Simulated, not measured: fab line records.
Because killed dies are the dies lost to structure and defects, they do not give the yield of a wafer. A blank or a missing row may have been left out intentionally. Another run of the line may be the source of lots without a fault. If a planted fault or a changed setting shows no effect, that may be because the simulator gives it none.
The tool behind it: which one? | flow n5-finfet | 12 lots, 36 wafers sampled, at 5 steps of a route of 1938

## WHAT EACH GAUGE READ, for each wafer
N5_BEOL_M3_CD_MEAS_28: target cd 25.7 nm, target cd y 23.3 nm.
lot  | measured     | on        | cd-nm (nm)
L078 | day 9 20:56  | cd-sem-01 | 25.79 25.25 25.47
L084 | day 11 23:43 | cd-sem-02 | 25.83 25.98 26.36
L074 | day 12 00:56 | cd-sem-01 | 25.49 25.65 25.30
L076 | day 12 12:29 | cd-sem-03 | 25.84 25.34 25.51
L081 | day 13 01:39 | cd-sem-03 | 25.86 25.74 25.56
L085 | day 13 17:16 | cd-sem-03 | 25.66 25.68 25.50
L086 | day 14 01:29 | cd-sem-01 | 25.80 25.45 25.56
L089 | day 14 02:31 | cd-sem-01 | 25.67 25.52 25.77
L091 | day 14 18:18 | cd-sem-02 | 25.30 25.75 25.19
L092 | day 14 22:55 | cd-sem-02 | 25.71 26.15 25.39
L095 | day 15 06:44 | cd-sem-02 | 25.66 25.58 25.82
L097 | day 15 20:53 | cd-sem-03 | 25.41 25.57 25.26

## EACH LOT AND THE TOOL THAT RAN IT (in order: tool; ch and the chambers of the sampled wafers; start)
lot  | N5_BEOL_M2_ANNEAL_51             | N5_BEOL_M2_DEP_57               | N5_BEOL_M3_ILD_DEP_00           | N5_BEOL_M3_ETCH_63
L078 | rtp-anneal-01 ch 0, day 9 18:02  | pecvd-02 ch 1,2, day 9 18:47    | pecvd-04 ch 0,1, day 9 18:55    | rie-diel-05 ch 0,1,2, day 9 20:07
L084 | rtp-anneal-02 ch 0, day 11 19:58 | pecvd-02 ch 0,1,2, day 11 20:46 | pecvd-01 ch 0,1,2, day 11 20:54 | rie-diel-01 ch 0,1,2, day 11 22:50
L074 | rtp-anneal-02 ch 0, day 11 21:34 | pecvd-02 ch 0,2, day 11 22:19   | pecvd-03 ch 0,1, day 11 22:26   | rie-diel-04 ch 0,2,3, day 12 00:00
L076 | rtp-anneal-02 ch 0, day 12 07:35 | pecvd-04 ch 1,2, day 12 08:19   | pecvd-03 ch 0,1, day 12 08:27   | rie-diel-01 ch 0,3, day 12 11:19
L081 | rtp-anneal-01 ch 0, day 12 22:54 | pecvd-04 ch 0,1, day 12 23:38   | pecvd-03 ch 0,1,2, day 12 23:46 | rie-diel-01 ch 0,2,3, day 13 00:50
L085 | rtp-anneal-01 ch 0, day 13 12:58 | pecvd-04 ch 1,2, day 13 13:45   | pecvd-01 ch 0,2, day 13 13:53   | rie-diel-04 ch 1,2,3, day 13 15:00
L086 | rtp-anneal-02 ch 0, day 13 21:05 | pecvd-03 ch 1,2, day 13 21:50   | pecvd-01 ch 0,1,2, day 13 21:58 | rie-diel-01 ch 0,1,2, day 14 00:47
L089 | rtp-anneal-02 ch 0, day 13 23:44 | pecvd-03 ch 0,1,2, day 14 00:29 | pecvd-04 ch 1,2, day 14 00:37   | rie-diel-01 ch 2,3, day 14 01:49
L091 | rtp-anneal-01 ch 0, day 14 15:26 | pecvd-03 ch 1,2, day 14 16:11   | pecvd-04 ch 0,2, day 14 16:19   | rie-diel-04 ch 0,1,3, day 14 17:34
L092 | rtp-anneal-01 ch 0, day 14 19:54 | pecvd-04 ch 0,1,2, day 14 20:38 | pecvd-03 ch 0,2, day 14 20:46   | rie-diel-01 ch 0,1,3, day 14 22:13
L095 | rtp-anneal-02 ch 0, day 15 02:38 | pecvd-02 ch 0,1,2, day 15 03:22 | pecvd-01 ch 0,1,2, day 15 03:30 | rie-diel-01 ch 0,2,3, day 15 05:51
L097 | rtp-anneal-02 ch 0, day 15 18:20 | pecvd-04 ch 0,1,2, day 15 19:07 | pecvd-01 ch 1,2, day 15 19:15   | rie-diel-01 ch 0,2, day 15 19:58
- N5_BEOL_M2_ANNEAL_51: time 90 s.
- N5_BEOL_M2_DEP_57: deposits SiCN from 3MS/NH3, target thk 8 nm, time 14 s.
- N5_BEOL_M3_ILD_DEP_00: deposits SiOC from DEMS/O2, target thk 79 nm, time 15.3 s.
- N5_BEOL_M3_ETCH_63: etches SiARC in CF4, target depth 15.6 nm, time 26 s.

## THE ANSWER, worked out from the rows above alone
Rule: usual is defined by the lots themselves. The widest of any qualifying gaps counts: lots, ordered by their means at a reading, are off when they make up no more than a third of the lots, leave a main group of 4 or more, and stand apart from it by 3 or more times the standard deviation of that group's means. If all means in a main group match to the digits the tables above print for the reading, that group is not used. A lot without any number at a reading at which 4 lots or more have one is off too. All remaining lots with rows at the step are treated as sound.
No lot is off on any of the readings shown, so nothing can be concluded from this.

## WHAT THE SIMULATOR PUT IN
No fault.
